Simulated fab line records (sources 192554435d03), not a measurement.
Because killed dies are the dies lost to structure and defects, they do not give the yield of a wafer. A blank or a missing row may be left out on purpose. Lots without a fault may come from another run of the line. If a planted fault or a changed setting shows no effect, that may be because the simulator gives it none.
fab line records	flow n5-finfet
record lots=10	wafers=29	last-day=17
route steps=1938 shown BEOL_M14@1757 BEOL_M15@1774 PASSIVATION@1936
lots with no fault: from the same line, run without faults
start-h: the number of hours between the record's first day and the start of the first shown wafer of the lot	wait-h: hours elapsed since this lot's preceding step	" as in the row above	L1.1+2: one row covering several wafers at once	- either no value or no given start	* or withheld: withheld	< > ~ a bound
route shown NAME@n: NAME is a module with steps in the file, n the number in the route of the first one	usual: average and standard deviation across the fault-free wafers	same: alike in all rows	chamber/n: place in a boat	sites: per-site readings	_std_site: their standard deviation	_edge_site: outer sites' mean less inner sites'	radius-mm: for every site, how far away it sits from the centre of the wafer	mask NAME#n: copy n	behind: the last tool/chamber to shape the wafer	hold: what put the lot on hold/how long, in hours/how the hold closed	device: transistor that didn't switch, given as n, p or np	end of line: the tests these same wafers got at the end of their route	step lacking rows: just its recipe	killed: count of dies lost to structure and defects at first sort (not the wafer's yield)	map: the dies of a wafer, with x for killed, . for not killed, _ for no die there
set.NAME: the run value of the setting; set.NAME@STEP: its run value at that earlier step	model.NAME: the simulator's own value behind a step, which no gauge read
one table for each step of the route and one row for each wafer, over a sample of lots
services: a tool's chamber out of use, with start hour (start-h, from the record's first day; less than 0 if before it), hours out, and reason
## steps
# step N5_BEOL_M14_ETCH_38
# recipe chemistry=CF4/N2	target=SiCN	target-depth-a=1065	taper-deg=2	time-s=120.6	ion-energy-ev=150	mask-material=SiO2	pressure-mtorr=40	source-w=430	bias-w=70	Ar_flow_sccm=100	cf4-flow-sccm=60	n2-flow-sccm=60
# usual bias-w=69.99/0.22	cf4-flow-sccm=60.03/0.18	drypump-motor-current-A=5.7/0.39	oes-product-au=0.82/0.077	rf-vpp-V=382.5/1.9	showerhead-plenum-p-Torr=2.21/0.069	throttle-valve-pct=15.34/0.24
lot.wafer	tool	chamber	start-h	wait-h	bias-w	cf4-flow-sccm	drypump-motor-current-A	oes-product-au	rf-hours-counter-h	rf-vpp-V	showerhead-plenum-p-Torr	throttle-valve-pct
L783.1	rie-diel-03	1	-	-	70.03	59.83	6.7	0.88	55	381.6	2.15	15.30
L783.3	"	3	"	"	69.93	59.85	5.6	0.80	127	384.9	2.31	15.49
L783.6	"	0	"	"	69.97	60.26	5.5	0.96	-	384.6	2.34	14.89
L787.1	rie-diel-03	3	-	-	70.33	60.30	5.6	0.79	134	384.9	2.30	15.50
L787.4	"	2	"	"	69.53	60.17	5.9	0.83	72	379.6	2.14	15.35
L787.6	"	3	"	"	69.96	59.82	5.6	0.79	-	384.2	2.30	15.51
L789.2	rie-diel-05	1	-	-	69.95	60.15	5.5	0.69	236	381.7	2.18	16.00
L789.3	"	3	"	"	70.05	59.59	5.6	0.69	232	381.0	2.19	15.66
L789.4	"	0	"	"	69.69	60.44	5.6	0.77	105	385.9	2.30	15.07
L790.1	rie-diel-03	3	-	-	70.08	59.96	5.6	0.79	139	384.4	2.30	15.53
L790.2	"	1	"	"	70.28	60.33	6.7	0.87	66	380.6	2.14	15.31
L793.4	rie-diel-01	3	-	-	70.14	60.22	5.2	0.78	-	381.5	2.13	15.51
L793.5	"	2	"	"	70.17	59.92	5.8	0.93	-	381.4	2.16	15.47
L793.6	"	1	"	"	69.91	60.10	5.5	0.84	-	381.9	2.22	15.12
L794.1	rie-diel-05	0	-	-	69.98	60.01	5.5	0.75	122	384.4	2.29	15.09
L794.3	"	2	"	"	70.03	59.61	6.2	0.88	22	383.8	2.24	15.24
L794.4	"	0	"	"	70.31	60.03	5.5	0.75	-	384.9	2.29	15.10
L797.1	rie-diel-05	2	-	-	70.00	60.13	6.2	0.89	25	383.6	2.24	15.23
L797.3	"	3	"	"	70.18	59.64	5.6	0.68	254	381.4	2.18	15.70
L797.5	"	3	"	"	70.34	60.04	5.6	0.69	-	380.1	2.18	15.71
L802.1	rie-diel-01	1	-	-	70.09	60.20	5.5	0.82	108	382.3	2.21	15.16
L802.5	"	1	"	"	70.19	60.16	5.6	0.82	-	381.2	2.21	15.14
L802.6	"	2	"	"	69.97	59.89	5.8	0.90	-	380.1	2.15	15.51
L804.1	rie-diel-05	3	-	-	69.88	59.88	5.6	0.68	272	380.9	2.18	15.73
L804.2	"	2	"	"	70.20	59.86	6.2	0.85	43	383.0	2.24	15.27
L804.5	"	2	"	"	69.71	59.95	6.2	0.84	-	382.6	2.24	15.26
L805.2	rie-diel-01	0	-	-	70.43	60.01	5.0	0.75	136	380.6	2.13	15.28
L805.3	"	3	"	"	69.64	60.11	5.2	0.75	130	382.9	2.12	15.55
L805.6	"	1	"	"	69.96	59.86	5.6	0.81	-	383.6	2.21	15.17
# step N5_BEOL_M14_DEP_53
# recipe material=SiCN	target-thk-a=500	temp-c=withheld	precursor=3MS/NH3	pressure-torr=3	rf-w=675	time-s=17.8
# usual showerhead-plenum-p-Torr=4.160/0.015	throttle-valve-pct=17.8/0.74
lot.wafer	tool	chamber	start-h	wait-h	showerhead-plenum-p-Torr	throttle-valve-pct
L783.1	pecvd-04	1	255.47	0.0	4.171	18.5
L783.3	"	0	"	"	4.187	18.3
L783.6	"	2	"	"	4.132	17.6
L787.1	pecvd-03	2	274.58	0.0	4.174	16.5
L787.4	"	1	"	"	4.151	17.6
L787.6	"	0	"	"	4.154	17.5
L789.2	pecvd-02	1	283.47	0.0	4.147	17.8
L789.3	"	2	"	"	4.154	17.2
L789.4	"	1	"	"	4.148	18.0
L790.1	pecvd-03	2	287.91	0.0	4.174	16.9
L790.2	"	1	"	"	4.168	17.5
L793.4	pecvd-03	2	321.25	0.0	4.160	16.9
L793.5	"	1	"	"	4.159	17.6
L793.6	"	0	"	"	4.157	17.4
L794.1	pecvd-03	1	330.48	0.0	4.161	17.7
L794.3	"	2	"	"	4.150	16.6
L794.4	"	1	"	"	4.155	17.5
L797.1	pecvd-03	0	335.87	0.0	4.165	17.6
L797.3	"	1	"	"	4.151	17.4
L797.5	"	2	"	"	4.169	16.8
L802.1	pecvd-03	1	373.87	0.0	4.158	17.6
L802.5	"	0	"	"	4.156	17.6
L802.6	"	2	"	"	4.163	17.0
L804.1	pecvd-02	0	375.28	0.0	4.166	19.6
L804.2	"	2	"	"	4.148	17.9
L804.5	"	0	"	"	4.172	19.6
L805.2	pecvd-04	1	381.50	0.0	4.178	18.4
L805.3	"	2	"	"	4.140	17.5
L805.6	"	0	"	"	4.171	18.2
# step N5_BEOL_M15_THK_MEAS_01
# recipe reads=SiO2_of_BEOL_M15_ILD_DEP_00
# usual M15_ILD_THK=1626/22
lot.wafer	tool	chamber	start-h	wait-h	M15_ILD_THK[nm]
L783.1	film-metro-02	-	255.85	0.1	1630
L783.3	"	-	"	"	1607
L783.6	"	-	"	"	1667
L787.1	film-metro-02	-	274.96	0.1	1610
L787.4	"	-	"	"	1633
L787.6	"	-	"	"	1641
L789.2	film-metro-02	-	283.86	0.1	1616
L789.3	"	-	"	"	1610
L789.4	"	-	"	"	1635
L790.1	film-metro-02	-	288.29	0.1	1616
L790.2	"	-	"	"	1601
L793.4	film-metro-02	-	321.62	0.0	1643
L793.5	"	-	"	"	1632
L793.6	"	-	"	"	1626
L794.1	film-metro-02	-	330.86	0.1	1600
L794.3	"	-	"	"	1583
L794.4	"	-	"	"	1615
L797.1	film-metro-01	-	336.25	0.1	1613
L797.3	"	-	"	"	1619
L797.5	"	-	"	"	1617
L802.1	film-metro-02	-	374.25	0.1	1616
L802.5	"	-	"	"	1636
L802.6	"	-	"	"	1628
L804.1	film-metro-02	-	375.66	0.1	1577
L804.2	"	-	"	"	1609
L804.5	"	-	"	"	1634
L805.2	film-metro-01	-	381.88	0.1	1636
L805.3	"	-	"	"	1622
L805.6	"	-	"	"	1642
# step N5_BEOL_M15_ETCH_59
# recipe chemistry=N2/H2	target=BARC	target-depth-a=890	overetch-a=267	time-s=67.9	ion-energy-ev=200	pressure-mtorr=30	source-w=840	bias-w=150	n2-flow-sccm=200	h2-flow-sccm=200
# usual bias-w=150.0/0.42	chamber-pressure-mTorr=29.996/0.029	drypump-motor-current-A=5.8/0.38	h2-flow-sccm=200.0/0.59	oes-product-au=0.67/0.05	rf-vpp-V=524.2/2.7	showerhead-plenum-p-Torr=2.55/0.099	throttle-valve-pct=17.84/0.26
lot.wafer	tool	chamber	start-h	wait-h	bias-w	chamber-pressure-mTorr	drypump-motor-current-A	h2-flow-sccm	oes-product-au	rf-hours-counter-h	rf-vpp-V	showerhead-plenum-p-Torr	throttle-valve-pct
L783.1	rie-diel-06	0	256.28	0.0	150.6	29.985	5.6	200.9	0.61	222	520.8	2.40	17.98
L783.3	"	1	"	"	150.1	29.998	6.2	199.4	0.71	72	522.1	2.49	17.64
L783.6	"	2	"	"	149.6	30.004	6.1	199.9	0.69	-	528.6	2.65	17.56
L787.1	rie-diel-02	0	275.39	0.0	150.8	29.993	5.1	200.1	0.62	186	527.5	2.64	18.11
L787.4	"	2	"	"	150.0	29.923	6.5	199.0	0.65	113	522.3	2.45	18.28
L787.6	"	2	"	"	150.1	30.005	6.5	200.3	0.66	-	521.8	2.45	18.28
L789.2	rie-diel-02	2	284.41	0.0	149.5	29.946	6.5	200.3	0.66	116	521.4	2.45	18.28
L789.3	"	1	"	"	149.8	29.991	5.6	199.9	0.72	80	528.2	2.70	17.80
L789.4	"	0	"	"	149.7	30.026	5.1	200.4	0.62	190	526.7	2.64	18.13
L790.1	rie-diel-02	1	288.72	0.0	150.0	30.000	5.6	201.0	0.72	81	527.8	2.70	17.82
L790.2	"	0	"	"	149.7	29.957	5.1	200.4	0.62	191	526.4	2.64	18.12
L793.4	rie-diel-06	1	322.04	0.0	151.1	30.005	6.2	200.2	0.69	92	521.6	2.48	17.66
L793.5	"	3	"	"	150.1	30.068	5.6	200.3	0.62	-	528.4	2.62	17.86
L793.6	"	0	"	"	150.0	29.964	5.6	200.5	0.60	-	521.3	2.40	18.01
L794.1	rie-diel-04	2	331.47	0.0	149.5	29.995	5.3	199.8	0.66	138	520.3	2.43	18.05
L794.3	"	3	"	"	150.3	30.036	6.0	201.4	0.71	71	526.9	2.56	17.95
L794.4	"	3	"	"	149.8	30.028	6.0	200.5	0.71	-	524.4	2.56	17.94
L797.1	rie-diel-04	0	337.08	0.0	150.3	30.016	5.6	199.8	0.73	64	521.4	2.47	17.60
L797.3	"	2	"	"	149.6	30.014	5.3	200.5	0.66	141	521.2	2.43	18.06
L797.5	"	3	"	"	150.6	29.982	6.0	199.3	0.71	-	524.1	2.56	17.94
L802.1	rie-diel-02	0	375.32	0.0	-	-	-	-	-	-	-	-	-
L802.5	"	2	"	"	-	-	-	-	-	-	-	-	-
L802.6	"	3	"	"	-	-	-	-	-	-	-	-	-
L804.1	rie-diel-06	1	376.09	0.0	-	-	-	-	-	-	-	-	-
L804.2	"	2	"	"	-	-	-	-	-	-	-	-	-
L804.5	"	2	"	"	-	-	-	-	-	-	-	-	-
L805.2	rie-diel-04	1	382.30	0.0	149.3	29.987	5.6	199.9	0.80	9	522.2	2.48	17.46
L805.3	"	0	"	"	151.2	29.988	5.6	199.5	0.70	75	523.1	2.47	17.60
L805.6	"	0	"	"	150.7	30.004	5.7	200.1	0.71	-	522.0	2.47	17.61
# step N5_PASSIVATION_PROBE_49
# usual defect-limited-yield=91.5/1.4	killed_at_M0_to_M3=32/9.7	killed_at_M4_up=14/5.3	killed-at-contacts=11/6	killed-at-front-end=39/14	killed-at-other=3.3/2.7	killed-dies=100/17	killed-open=66/13	killed-short=32/7.4	sort_bin_4_leakage=0.02/0.16	sort_bin_5_function=4.9/0.9	sort_bin_6_memory=3.2/0.72	sort-n-pass=1080/17	sort-yield-pct=91.5/1.4
# same gross-dies=1180	killed-at-back-side=0	sort_bin_8_speed[%]=0
lot.wafer	tool	chamber	start-h	wait-h	defect-limited-yield[%]	killed_at_M0_to_M3	killed_at_M4_up	killed-at-contacts	killed-at-front-end	killed-at-other	killed-dies	killed-open	killed-short	sort_bin_4_leakage[%]	sort_bin_5_function[%]	sort_bin_6_memory[%]	sort-n-pass	sort-yield-pct[%]
L804.2	prober-01	-	398.46	0.1	89.2	44	7	9	65	3	128	77	37	0	6.3	3.6	1052	89.2
# killed by level:class
L804.2 STI_FIN_REVEAL:geometric-particle:open=13 BEOL_M3:geometric-particle:open=13 HKMG_FIN:area-etch=10 GATE_CUT:geometric-particle:open=8 BEOL_M0_SAQP:geometric-particle:open=8 BEOL_M2:geometric-particle:open=7 GATE_CUT:geometric-particle:short=7 FIN_SAQP:geometric-particle:open=6
## services
tool	chamber	start-h	hours	kind
rie-diel-02	3	240.22	32.8	repair
rie-diel-05	2	241.53	4.6	repair
pecvd-02	-	245.16	1.7	repair
rie-diel-03	0	277.30	4.8	repair
rie-diel-04	1	279.44	3.4	repair
pecvd-03	-	291.16	6.0	pm
rie-diel-01	0	293.25	34.3	repair
rie-diel-04	2	293.66	8.2	repair
rie-diel-05	2	294.72	3.8	repair
pecvd-03	0	297.99	2.1	scheduled-down
pecvd-04	-	298.18	0.4	repair
rie-diel-05	0	303.23	6.3	repair
pecvd-04	-	310.59	0.5	repair
rie-diel-06	1	311.17	5.3	repair
pecvd-04	-	318.37	0.7	repair
pecvd-04	-	330.29	1.7	repair
rie-diel-02	-	332.25	2.8	pm
pecvd-02	-	334.10	1.0	repair
rie-diel-03	3	353.62	2.7	repair
pecvd-04	-	355.62	1.7	repair
rie-diel-04	0	360.69	4.7	repair
rie-diel-04	2	360.94	2.5	repair
rie-diel-03	-	370.92	5.5	repair
rie-diel-04	1	371.84	5.3	repair
## key
first-sign step=N5_BEOL_M15_ETCH_59	reading=tool-record	direction=missing
effect none on later readings
met-at N5_BEOL_M15_ETCH_59
struck-lots L802,L804
baseline-loss step=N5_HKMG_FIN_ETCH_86	wafers=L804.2
not-acting-at N5_BEOL_M14_ETCH_38,N5_BEOL_M14_DEP_53,N5_BEOL_M15_THK_MEAS_01
onset-between 322.04 375.32
fault kind=skipped-step-whole	tool=rie-diel-02,rie-diel-06	chamber=-	onset-h=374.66	steps=N5_BEOL_M15_ETCH_59	scope=struck-lots-only
# baseline-loss: these wafers lose ten dies or more at that step, a loss of the line's own and not of a fault; the sort's usual values leave them out
